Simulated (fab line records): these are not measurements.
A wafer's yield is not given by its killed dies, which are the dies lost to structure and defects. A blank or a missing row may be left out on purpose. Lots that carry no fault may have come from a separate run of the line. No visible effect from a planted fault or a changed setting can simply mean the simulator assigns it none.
Comparing a struck lot with a sound one | flow nand_harc | 26 steps out of a route of 1302
Sound: the wafers L292.3, L292.4, L292.6. Wafers struck: L304.3, L304.4, L304.6. At the end, the cause is stated.
Per side, at each step with rows, come the tool, then ch with its chambers, and then its first start. Under that, the readings that differ: sound wafers | struck wafers | difference of the means | sigmas: that difference in standard deviations of wafers without a fault.
alike: words and numbers the same on both sides, and readings whose means are apart by under 2 such deviations; not compared: readings that were withheld, readings missing a value for some wafer, numbers with overlapping values and no deviation given by the record, and bounds like >300 which may hide the same value.
A row with sigmas, a row that says differs or no value, or rows on one side alone: a step with any of these is where the two part. Numbers that have no deviation but don't overlap get no sigmas and don't part them. A reading that every wafer of one side lacks parts them only if that side has two wafers or more.

NHARC_P_CONTACT_DEP_30: deposits SiNx, target thk 30 nm.
  sound on pecvd-03 ch 1,2, day 5 17:01; struck on pecvd-03 ch 0,2, day 10 18:05
  alike: heater_power_w
NHARC_P_CONTACT_DEP_00: deposits SiO2, target thk 500 nm.
  sound on pecvd-03 ch 1,2, day 5 17:23; struck on pecvd-03 ch 0,2
  alike: heater_power_w, throttle_valve_pct
then, 9 steps without rows for these wafers: NHARC_P_CONTACT_CMP_01 (polishes SiO2, target thk 200 nm); NHARC_P_CONTACT_SRD_03; NHARC_P_CONTACT_DEHYDRATE_04 (time 120 s); NHARC_P_CONTACT_HMDS_05 (time 30 s); NHARC_P_CONTACT_COAT_33 (time 75 s); NHARC_P_CONTACT_COAT_34 (time 65 s); NHARC_P_CONTACT_COAT_06 (resist thk 90 nm); NHARC_P_CONTACT_SOFTBAKE_07 (time 55 s); NHARC_P_CONTACT_EBR_08.
NHARC_P_CONTACT_EXPOSE_09: exposes mask P CA, target cd 90 nm.
  sound on arfi_scanner-01 ch 0, day 5 18:35; struck on arfi_scanner-01 ch 0, day 10 19:28
  reading | sound                | struck                        | difference | sigmas
  mask    | P_CA#0 P_CA#0 P_CA#0 | P_CA_R1#0 P_CA_R1#0 P_CA_R1#0 | differs    |
then, 2 steps without rows for these wafers: NHARC_P_CONTACT_PEB_10 (peb time 65 s); NHARC_P_CONTACT_DEVELOP_11 (develop time 35 s).
NHARC_P_CONTACT_CD_MEAS_12: the cd target is 90 nm.
  sound on cd_sem-03 ch 0, day 5 18:43; struck on cd_sem-01 ch 0, day 10 19:36
  reading    | sound          | struck         | difference | sigmas
  cd_nm (nm) | 90.4 89.5 90.2 | 94.9 96.0 95.3 | +5.4       | +9
NHARC_P_CONTACT_OVL_MEAS_13:
  sound: overlay-02 at day 5 18:48; struck: overlay-01 at day 10 19:41
  reading           | sound       | struck        | difference | sigmas
  overlay_x_nm (nm) | 1.7 1.8 2.2 | -0.3 0.0 -0.1 | -2.0       | -3
  alike: overlay_y_nm
NHARC_P_CONTACT_INSPECT_14:
  sound: defect_inspect-01 at day 5 18:50; struck: defect_inspect-01 at day 10 19:43
  alike: raw_defect_count
NHARC_P_CONTACT_DESCUM_17: chemistry O2, time 3 s.
  sound on rie_diel-11 ch 0,1,3, day 5 18:54; struck on rie_diel-01 ch 1,2,3, day 10 19:47
  reading                    | sound             | struck            | difference | sigmas
  model.P_CONTACT.cd_nm (nm) | 90.06 89.91 91.06 | 94.79 96.11 94.68 | +4.85      |
  alike: drypump_motor_current_A, oes_product_au, rf_vpp_V, showerhead_plenum_p_Torr, throttle_valve_pct
  not compared: rf_hours_counter_h
NHARC_P_CONTACT_ETCH_35: etches the open film in CF4, target depth 39 nm, time 65 s.
  sound on rie_diel-11 ch 1,2, day 5 18:59; struck on rie_diel-01 ch 0,2, day 10 19:52
  reading                     | sound       | struck      | difference | sigmas
  drypump_motor_current_A (A) | 6.5 6.5 6.5 | 5.3 4.9 4.9 | -1.5       | -3
  alike: oes_product_au, rf_vpp_V, showerhead_plenum_p_Torr, throttle_valve_pct
  not compared: rf_hours_counter_h
NHARC_P_CONTACT_ETCH_36: etches the open film in N2/H2, target depth 260 nm, time 406.25 s.
  sound on rie_diel-11 ch 0,2; struck on rie_diel-01 ch 1,2
  reading               | sound             | struck            | difference | sigmas
  oes_product_au (a.u.) | 1.005 1.027 1.021 | 1.002 0.998 0.984 | -0.023     | -2
  alike: drypump_motor_current_A, rf_vpp_V, showerhead_plenum_p_Torr, throttle_valve_pct
  not compared: rf_hours_counter_h
then, 2 steps without rows for these wafers: NHARC_P_CONTACT_ETCH_18 (etches the open film in C4F8/O2/Ar, target depth 481 nm, time 240.5 s); NHARC_P_CONTACT_STRIP_37 (strips in C4F8/O2/Ar).
NHARC_P_CONTACT_ETCH_31: etches the open film in CH3F/O2, target depth 30 nm, time 85.7 s.
  sound on rie_diel-11 ch 0,3; struck on rie_diel-01 ch 0,1,3
  reading                    | sound             | struck            | difference | sigmas
  model.P_CONTACT.cd_nm (nm) | 90.57 91.47 92.95 | 95.32 96.72 94.03 | +3.69      |
  alike: drypump_motor_current_A, oes_product_au, rf_vpp_V, showerhead_plenum_p_Torr, throttle_valve_pct
  not compared: rf_hours_counter_h
NHARC_P_CONTACT_CD_MEAS_19:
  sound: cd_sem-03 at day 5 19:46; struck: cd_sem-01 at day 10 20:40
  reading    | sound          | struck         | difference | sigmas
  cd_nm (nm) | 90.8 91.5 92.7 | 95.5 96.8 94.2 | +3.8       | +3
NHARC_P_CONTACT_STRIP_28: strips in O2.
  sound on rie_diel-01 ch 1,2,3, day 5 19:53; struck on rie_diel-11 ch 0,1,3, day 10 20:44
  alike: drypump_motor_current_A, oes_product_au, rf_vpp_V, showerhead_plenum_p_Torr, throttle_valve_pct
  not compared: rf_hours_counter_h
-- jump in the record: it breaks off in module P_CONTACT and resumes in module END (first step shown: number 1302 of the route), and 19 days separate the struck wafers' starts before and after --
NHARC_END_SORT_01:
  the record has rows for the struck wafers here (prober-01 ch 0, day 29 19:43) and none for the sound ones

## WHERE THEY PART
First at NHARC_P_CONTACT_EXPOSE_09; last, within this record, at NHARC_END_SORT_01.

WHY: whatever the simulator had introduced
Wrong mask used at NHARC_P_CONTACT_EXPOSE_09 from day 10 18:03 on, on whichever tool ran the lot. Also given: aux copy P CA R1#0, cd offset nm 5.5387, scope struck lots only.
